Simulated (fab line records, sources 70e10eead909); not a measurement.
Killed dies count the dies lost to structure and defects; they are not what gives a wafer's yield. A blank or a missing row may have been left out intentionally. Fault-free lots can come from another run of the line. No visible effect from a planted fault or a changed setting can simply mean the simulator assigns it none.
Chamber matching ; flow nand harc ; NHARC_A_BONDPAD_DESCUM_11 on rie diel-10 has 4 sister chambers
The step chemistry O2, time 3 s. 16 wafers are shown with their chamber, then 8 later ones without.

WAFERS PAIRED WITH THEIR CHAMBERS
wafer;chamber;drypump motor current A (A);rf vpp V (V);throttle valve pct (%)
L436.3;1;5.99;59.2;11.312
L436.4;2;5.12;56.0;11.305
L436.5;1;5.99;57.6;11.329
L439.1;0;5.86;58.9;11.319
L439.2;1;5.96;57.2;11.313
L439.3;2;5.17;57.7;11.310
L448.1;1;5.93;57.2;11.313
L448.2;0;5.86;58.7;11.315
L448.4;3;5.70;57.6;11.325
L450.3;2;5.14;56.9;11.303
L450.4;3;5.70;56.6;11.310
L450.6;1;6.02;59.0;11.314
L454.1;0;5.83;57.7;11.325
L454.2;2;5.20;57.9;11.303
L454.6;0;5.86;58.5;11.312
L452.2;2;5.15;56.6;11.307

SIGNATURES (averages over the wafers above)
reading;chamber 0;chamber 1;chamber 2;chamber 3;scatter within a chamber
drypump motor current A;5.8525;5.9780;5.1560;5.7000;0.0275
rf vpp V;58.450;58.040;57.020;57.100;0.799
throttle valve pct;11.31775;11.31620;11.30560;11.31750;0.00612
Rule: distance of a wafer from a chamber = root of the sum over the readings of ((wafer's reading minus chamber's mean) / reading's scatter) squared. The wafer belongs to the nearest chamber; if the next one is less than 2 further off, it can't be placed. The scatter: the root of (the sum of the squares of (reading less its chamber's mean) over the shown wafers, divided by (wafers less chambers)).

WAFERS WITHOUT THEIR CHAMBER
wafer;drypump motor current A (A);rf vpp V (V);throttle valve pct (%)
L452.3;5.97;57.5;11.315
L452.5;5.86;57.9;11.315
L457.2;5.86;58.9;11.308
L457.3;5.69;57.5;11.326
L457.4;5.24;56.3;11.314
L458.1;5.17;55.9;11.299
L458.2;5.87;60.3;11.313
L458.4;5.70;56.7;11.310

THE CHAMBER EACH PASSED THROUGH
wafer;from the rows above;in truth
L452.3;1;1
L452.5;0;0
L457.2;0;0
L457.3;3;3
L457.4;2;2
L458.1;2;2
L458.2;0;0
L458.4;3;3
8 of 8 placed correctly. Can't be placed from these rows: 0. 0 placed wrongly.
